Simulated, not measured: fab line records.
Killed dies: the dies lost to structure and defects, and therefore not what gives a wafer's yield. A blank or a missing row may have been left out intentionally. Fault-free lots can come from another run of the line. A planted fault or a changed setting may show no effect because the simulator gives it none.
Chamber matching | flow n5 finfet | 4 sister chambers for N5_BEOL_M4_ALD_84 on ald metal-01
The step deposits TaN, pulse time 2 s, purge time 3 s, co reactant purge time 2 s. 8 wafers are shown with their chamber, then 8 later ones without.

WAFERS, EACH WITH ITS CHAMBER
wafer  | chamber | heater power w (W) | precursor vessel carrier sccm (sccm)
L078.2 | 0       | 439                | 998.0
L084.1 | 3       | 450                | 996.1
L084.3 | 1       | 444                | 1001.3
L084.6 | 2       | 516                | 1000.1
L088.2 | 1       | 445                | 996.5
L088.4 | 0       | 443                | 1001.0
L088.5 | 3       | 456                | 1005.3
L087.1 | 2       | 528                | 1004.4

WAFERS WITH NO CHAMBER GIVEN
wafer  | heater power w (W) | precursor vessel carrier sccm (sccm)
L087.2 | 452                | 1005.0
L087.5 | 443                | 1002.3
L093.3 | 526                | 997.2
L093.5 | 423                | 998.8
L093.6 | 458                | 1004.6
L097.1 | 439                | 999.6
L097.4 | 521                | 997.0
L097.6 | 510                | 1000.4

EACH ONE'S CHAMBER
wafer  | from the rows above          | in truth
L087.2 | can't be placed: 3 or 1 or 0 | 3
L087.5 | can't be placed: 0 or 1 or 3 | 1
L093.3 | 2                            | 2
L093.5 | can't be placed: 0 or 1      | 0
L093.6 | can't be placed: 3 or 1      | 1
L097.1 | can't be placed: 0 or 1      | 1
L097.4 | 2                            | 2
L097.6 | 2                            | 2
Correctly placed: 3 of 8. Unplaceable from these rows: 5, with the true chamber sitting among the candidates in 5. Number placed wrongly: 0.
How it was worked out, from the rows above alone: a wafer's distance from a chamber is the root of the sum, over the readings, of the square of ((its reading less the chamber's mean) divided by the reading's scatter). The wafer belongs to the nearest chamber; if the next one is less than 2 further off, it can't be placed. Each chamber's mean is taken over the wafers shown for it. How the scatter is found: for the shown wafers, subtract from each reading the mean of its chamber, square and add these, divide the total by (wafers less chambers), then take the root.
